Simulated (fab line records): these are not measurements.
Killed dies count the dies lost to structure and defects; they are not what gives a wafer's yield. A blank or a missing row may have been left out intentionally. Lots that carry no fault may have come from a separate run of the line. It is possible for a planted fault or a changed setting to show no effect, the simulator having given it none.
The tool behind it: which one? ; flow nand_harc ; Sampling: 14 lots, 42 wafers, 4 of 1159 route steps

WHAT THE GAUGES SHOWED, per wafer
The record holds no reading of a measuring or inspecting step that can be judged against a usual standard deviation.

WHICH TOOL RAN EACH LOT (tool, then ch and the chambers of the sampled wafers, then the start)
lot;NHARC_A_CHANNEL_FILL_D1_STRIP_29;NHARC_A_STAIRCASE_ETCH_170;NHARC_A_STAIRCASE_PEB_07;NHARC_A_STAIRCASE_ETCH_17
L315;rie_diel-02 ch 0,1,3, day 11 05:25 or earlier;rie_diel-12 ch 0,1,3, day 11 05:25 or earlier;litho_track-02 ch 0, day 11 05:25;rie_diel-04 ch 1,2,3, no start
L317;rie_diel-01 ch 0,2,3, day 11 17:52 or earlier;rie_diel-12 ch 0,1, day 11 17:52 or earlier;litho_track-02 ch 0, day 11 17:52;rie_diel-11 ch 0,1,3, no start
L316;rie_diel-02 ch 2,3, day 11 18:05 or earlier;rie_diel-12 ch 1,2, day 11 18:05 or earlier;litho_track-03 ch 0, day 11 18:05;rie_diel-04 ch 1,2, no start
L318;rie_diel-06 ch 0,1,3, day 11 18:11;rie_diel-12 ch 0,2,3, day 12 02:52 or earlier;litho_track-05 ch 0, day 12 02:52;rie_diel-11 ch 0,1,3, no start
L324;rie_diel-01 ch 0,1, day 13 08:01;rie_diel-12 ch 0,2,3, day 13 17:56 or earlier;litho_track-03 ch 0, day 13 17:56;rie_diel-11 ch 0,1,2, no start
L326;rie_diel-01 ch 1,3, day 14 03:03 or earlier;rie_diel-04 ch 1,3, day 14 03:03 or earlier;litho_track-03, day 14 03:03;rie_diel-04 ch 0,2,3, no start
L325;rie_diel-06 ch 1,2,3, day 14 03:38 or earlier;rie_diel-11 ch 0,1,3, day 14 03:38 or earlier;litho_track-03, day 14 03:38;rie_diel-11 ch 0,3, no start
L328;rie_diel-06 ch 1,2,3, day 14 11:10 or earlier;rie_diel-11 ch 2,3, day 14 11:10 or earlier;litho_track-02 ch 0, day 14 11:10;rie_diel-11 ch 1,3, no start
L329;rie_diel-06 ch 0,1,2, day 14 21:55 or earlier;rie_diel-12 ch 0,1,2, day 14 21:55 or earlier;litho_track-03 ch 0, day 14 21:55;rie_diel-11 ch 0,2,3, no start
L332;rie_diel-01 ch 0,2,3, day 15 09:26 or earlier;rie_diel-11 ch 1,3, day 15 09:26 or earlier;litho_track-03 ch 0, day 15 09:26;rie_diel-12 ch 0,1,2, no start
L330;rie_diel-06 ch 0,2,3, day 15 09:43 or earlier;rie_diel-12 ch 0,1, day 15 09:43 or earlier;litho_track-03 ch 0, day 15 09:43;rie_diel-12 ch 2,3, no start
L331;rie_diel-01 ch 0,2,3, day 15 16:59 or earlier;rie_diel-11 ch 1,2, day 15 16:59 or earlier;litho_track-03 ch 0, day 15 16:59;rie_diel-04 ch 2,3, no start
L335;rie_diel-06 ch 1,3, day 15 19:44;rie_diel-04 ch 0,3, day 16 05:13 or earlier;litho_track-03 ch 0, day 16 05:13;rie_diel-04 ch 0,1,3, no start
L334;rie_diel-06 ch 0,1,2, day 16 16:24 or earlier;rie_diel-04 ch 0,2,3, day 16 16:24 or earlier;litho_track-02 ch 0, day 16 16:24;rie_diel-04 ch 0,2,3, no start
- NHARC_A_CHANNEL_FILL_D1_STRIP_29: strips in O2, time 20 s.
- NHARC_A_STAIRCASE_ETCH_170: etches the open film in C4F6/O2, target depth 200 nm, time 66.667 s.
- NHARC_A_STAIRCASE_PEB_07: peb time 130 s.
- NHARC_A_STAIRCASE_ETCH_17: etches the open film in C4F8/O2, target depth 100 nm, time 40.5 s.

AS READ BY THE TOOLS THEMSELVES (means over the sampled wafers that have a number; for cases with no such wafer, the mark the record gives instead)
NHARC_A_CHANNEL_FILL_D1_STRIP_29.
lot;tool;drypump_motor_current_A (A);oes_product_au (a.u.);rf_vpp_V (V);showerhead_plenum_p_Torr (Torr);throttle_valve_pct (%)
L315;rie_diel-02;5.7;0.999;58.0;3.67;17.026
L317;rie_diel-01;5.9;1.008;58.0;3.50;17.040
L316;rie_diel-02;5.6;0.998;57.7;3.44;17.031
L318;rie_diel-06;6.1;0.999;58.9;3.70;17.041
L324;rie_diel-01;5.7;1.003;57.4;3.58;17.029
L326;rie_diel-01;5.9;1.000;57.6;3.43;17.036
L325;rie_diel-06;6.1;0.987;57.2;3.65;17.034
L328;rie_diel-06;6.1;0.999;58.5;3.65;17.032
L329;rie_diel-06;6.1;0.997;57.5;3.66;17.036
L332;rie_diel-01;5.9;1.005;57.3;3.50;17.029
L330;rie_diel-06;5.9;1.000;58.1;3.65;17.035
L331;rie_diel-01;5.9;0.996;57.2;3.50;17.034
L335;rie_diel-06;6.4;1.001;58.7;3.70;17.029
L334;rie_diel-06;6.2;1.000;58.1;3.66;17.042

NHARC_A_STAIRCASE_ETCH_170.
lot;tool;drypump_motor_current_A (A);oes_product_au (a.u.);rf_vpp_V (V);showerhead_plenum_p_Torr (Torr);throttle_valve_pct (%)
L315;rie_diel-12;5.6;0.983;547;3.91;26.900
L317;rie_diel-12;5.5;0.975;545;3.86;26.901
L316;rie_diel-12;5.5;0.955;546;3.87;26.904
L318;rie_diel-12;5.9;0.979;548;3.97;26.907
L324;rie_diel-12;5.8;0.977;548;3.96;26.907
L326;rie_diel-04;5.6;0.979;548;3.97;26.904
L325;rie_diel-11;5.8;0.981;546;3.85;26.895
L328;rie_diel-11;5.5;0.973;552;4.14;26.907
L329;rie_diel-12;5.5;0.942;545;3.85;26.903
L332;rie_diel-11;6.1;0.981;548;4.01;26.892
L330;rie_diel-12;5.5;0.950;546;3.84;26.906
L331;rie_diel-11;5.9;0.966;545;3.84;26.898
L335;rie_diel-04;5.1;0.993;544;3.81;26.913
L334;rie_diel-04;5.3;0.987;545;3.85;26.909

NHARC_A_STAIRCASE_PEB_07.
lot;tool;chill_plate_temp_C (C);exhaust_pa (Pa)
L315;litho_track-02;23.10;44.9
L317;litho_track-02;23.17;44.1
L316;litho_track-03;23.04;44.5
L318;litho_track-05;23.02;45.5
L324;litho_track-03;22.91;45.0
L326;litho_track-03;-;-
L325;litho_track-03;-;-
L328;litho_track-02;22.95;44.8
L329;litho_track-03;22.98;45.1
L332;litho_track-03;23.01;45.1
L330;litho_track-03;23.03;46.3
L331;litho_track-03;23.16;46.4
L335;litho_track-03;22.97;46.3
L334;litho_track-02;22.97;43.0

NHARC_A_STAIRCASE_ETCH_17.
lot;tool;oes_product_au (a.u.);rf_vpp_V (V)
L315;rie_diel-04;0.936;896
L317;rie_diel-11;0.953;894
L316;rie_diel-04;0.935;893
L318;rie_diel-11;0.948;894
L324;rie_diel-11;0.938;894
L326;rie_diel-04;0.922;893
L325;rie_diel-11;0.933;898
L328;rie_diel-11;0.950;894
L329;rie_diel-11;0.943;897
L332;rie_diel-12;0.936;894
L330;rie_diel-12;0.935;898
L331;rie_diel-04;0.947;897
L335;rie_diel-04;0.943;892
L334;rie_diel-04;0.937;893

THE ANSWER, worked out from the rows above alone
Rule: what is usual is taken from the lots themselves. The widest of any qualifying gaps counts: lots, ordered by their means at a reading, are off when they make up no more than a third of the lots, leave a main group of 4 or more, and stand apart from it by 3 or more times the standard deviation of that group's means. A main group is skipped when, at the precision printed for the reading in the tables above, its means are all equal. A lot without any number at a reading at which 4 lots or more have one is off too. Where the step has rows for the other lots, those lots are counted as sound. Order of review: gauges by route order, followed by the tools' own readings, for which a lot's mean as printed above is used. The first step at which some lot is off is used, and at that step the reading that is off furthest; a lot without a number counts as furthest.
Off: L326, L325 (NHARC_A_STAIRCASE_PEB_07, chill_plate_temp_C). Without a number there: L326, L325. Main group: mean 23.03 C, sd 0.078.
A tool fits if, at that step or a process step before it, it ran every lot that is off, and no sound lot after the first of them. Because NHARC_A_CHANNEL_FILL_D1_STRIP_29 lacks a start for some lots, the hours and order of its lots are taken from NHARC_A_STAIRCASE_PEB_07. Because NHARC_A_STAIRCASE_ETCH_170 lacks a start for some lots, the hours and order of its lots are taken from NHARC_A_STAIRCASE_PEB_07. Not one of the candidates tried fits.

WHAT THE SIMULATOR HAD INSERTED
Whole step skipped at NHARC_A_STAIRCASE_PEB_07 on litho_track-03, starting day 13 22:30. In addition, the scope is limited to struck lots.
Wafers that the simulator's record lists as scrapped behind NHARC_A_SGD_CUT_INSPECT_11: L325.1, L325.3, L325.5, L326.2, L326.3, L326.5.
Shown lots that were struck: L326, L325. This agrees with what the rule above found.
